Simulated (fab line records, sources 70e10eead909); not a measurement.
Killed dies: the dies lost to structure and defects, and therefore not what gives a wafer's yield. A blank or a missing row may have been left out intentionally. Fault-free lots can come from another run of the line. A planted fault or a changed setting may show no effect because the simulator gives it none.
A lot that was struck, set against a sound lot    flow nandHarc    15 out of 1302 route steps
Sound: these wafers, L798.1, L798.3, L798.6. Struck: wafer L808.4. The cause is given at the end.
For every step that has rows: the tool of each side, followed by ch and its chambers, followed by its first start. Under that, the readings that differ: sound wafers    struck wafers    difference of the means    sigmas: that difference in standard deviations of wafers without a fault.
alike: a reading whose means differ by less than 2 such deviations, as well as words and numbers matching on both sides. not compared: withheld readings; readings where some wafer has no value; bounds like >300 that might hide an equal value; numbers whose values overlap and for which the record gives no deviation.
Wherever a step has rows on one side only, a row that says differs or no value, or a row with sigmas, the two part there. Numbers that have no deviation but don't overlap get no sigmas and don't part them. A reading missing from all wafers of one side parts the sides only when that side holds two or more wafers.

NHARC_A_STAIRCASE_ETCH_190: etches the open film in C4F8/O2, target depth 100 nm, time 40.5 s.
  sound on rieDiel-03 ch 1,3; struck on rieDiel-08 ch 2
  alike: biasW, chamberPressureMTorr, oesProductAu, rfVppV
  not compared: rfHoursCounterH
then, 4 steps without rows for these wafers: NHARC_A_STAIRCASE_TRIM_191 (chemistry O2, time 211.2 s); NHARC_A_STAIRCASE_ETCH_192 (etches the open film in C4F8/O2, target depth 100 nm, time 40.5 s); NHARC_A_STAIRCASE_TRIM_193 (chemistry O2, time 211.2 s); NHARC_A_STAIRCASE_ETCH_194 (etches the open film in C4F8/O2, target depth 100 nm, time 40.5 s).
NHARC_A_STAIRCASE_TRIM_196: chemistry O2, time 211.2 s.
  sound on rieDiel-03 ch 1,3, day 15 20:10; struck on rieDiel-03 ch 2, day 20 12:53
reading                       sound           struck  difference  sigmas
drypumpMotorCurrentA (A)      6.2 5.6 5.6     6.5     +0.7        +2
showerheadPlenumPTorr (Torr)  3.76 3.66 3.66  3.38    -0.31       -2
  alike: chamberPressureMTorr, oesProductAu, rfVppV, runLengthS, throttleValvePct
  not compared: rfHoursCounterH
then, 1 step without rows for these wafers: NHARC_A_STAIRCASE_ETCH_197 (etches the open film in C4F8/O2, target depth 100 nm, time 40.5 s).
NHARC_A_STAIRCASE_TRIM_198: chemistry O2, time 211.2 s.
  sound on rieDiel-03 ch 0,1; struck on rieDiel-03 ch 2
reading                   sound        struck  difference  sigmas
drypumpMotorCurrentA (A)  5.7 5.6 5.7  6.4     +0.7        +2
  alike: chamberPressureMTorr, oesProductAu, rfVppV, runLengthS, showerheadPlenumPTorr, throttleValvePct
  not compared: rfHoursCounterH
then, 1 step without rows for these wafers: NHARC_A_STAIRCASE_ETCH_199 (etches the open film in C4F8/O2, target depth 100 nm, time 40.5 s).
NHARC_A_STAIRCASE_TRIM_200: chemistry O2, time 211.2 s.
  sound on rieDiel-03 ch 0,1,2; struck on rieDiel-03 ch 3
  alike: chamberPressureMTorr, drypumpMotorCurrentA, oesProductAu, rfVppV, runLengthS, showerheadPlenumPTorr, throttleValvePct
  not compared: rfHoursCounterH
then, 1 step without rows for these wafers: NHARC_A_STAIRCASE_ETCH_201 (etches the open film in C4F8/O2, target depth 100 nm, time 40.5 s).
NHARC_A_STAIRCASE_TRIM_202: chemistry O2, time 211.2 s.
  sound on rieDiel-03 ch 1,2,3, day 15 20:54; struck on rieDiel-03 ch 0, day 20 13:41
reading         sound              struck  difference  sigmas
runLengthS (s)  232.3 232.0 232.3  303.0   +70.8       +99 or more
  alike: chamberPressureMTorr, drypumpMotorCurrentA, oesProductAu, rfVppV, showerheadPlenumPTorr, throttleValvePct
  not compared: rfHoursCounterH
then, 1 step without rows for these wafers: NHARC_A_STAIRCASE_ETCH_203 (etches the open film in C4F8/O2, target depth 100 nm, time 40.5 s).
NHARC_A_STAIRCASE_STRIP_205: strips in O2.
  sound on plasmaAsher-02 ch 0, day 15 21:14; struck on plasmaAsher-01 ch 0, day 20 20:53
reading           sound  struck                   difference                    sigmas
hold              - - -  awaitDispo/6.6h/release  no value on the sound wafers  
rfReflPowerW (W)  - - -  16.6                     no value on the sound wafers  
  alike: drypumpMotorCurrentA, heaterPowerW
  not compared: rfHoursCounterH
-- the record jumps here: 10 days lie between the struck wafers' starts before and after (it left off in module A_STAIRCASE and takes up again in module END, whose first step shown is number 1302 of the route) --
NHARC_END_SORT_01:
  sound on prober-02 ch 0, day 24 13:01; struck on prober-01 ch 0, day 30 10:04
reading        sound     struck                   difference                    sigmas
hold           - - -     awaitDispo/1.7h/release  no value on the sound wafers  
killedAtArray  16 17 16  666                      +650                          +34
killedDies     23 25 26  670                      +645                          +34
  alike: killedAtOther, killedAtPeriphery, killedOpen, killedShort

== WHERE THEY PART ==
At NHARC_A_STAIRCASE_TRIM_196 first; at NHARC_END_SORT_01 last (within this record only).

WHY: whatever the simulator had introduced
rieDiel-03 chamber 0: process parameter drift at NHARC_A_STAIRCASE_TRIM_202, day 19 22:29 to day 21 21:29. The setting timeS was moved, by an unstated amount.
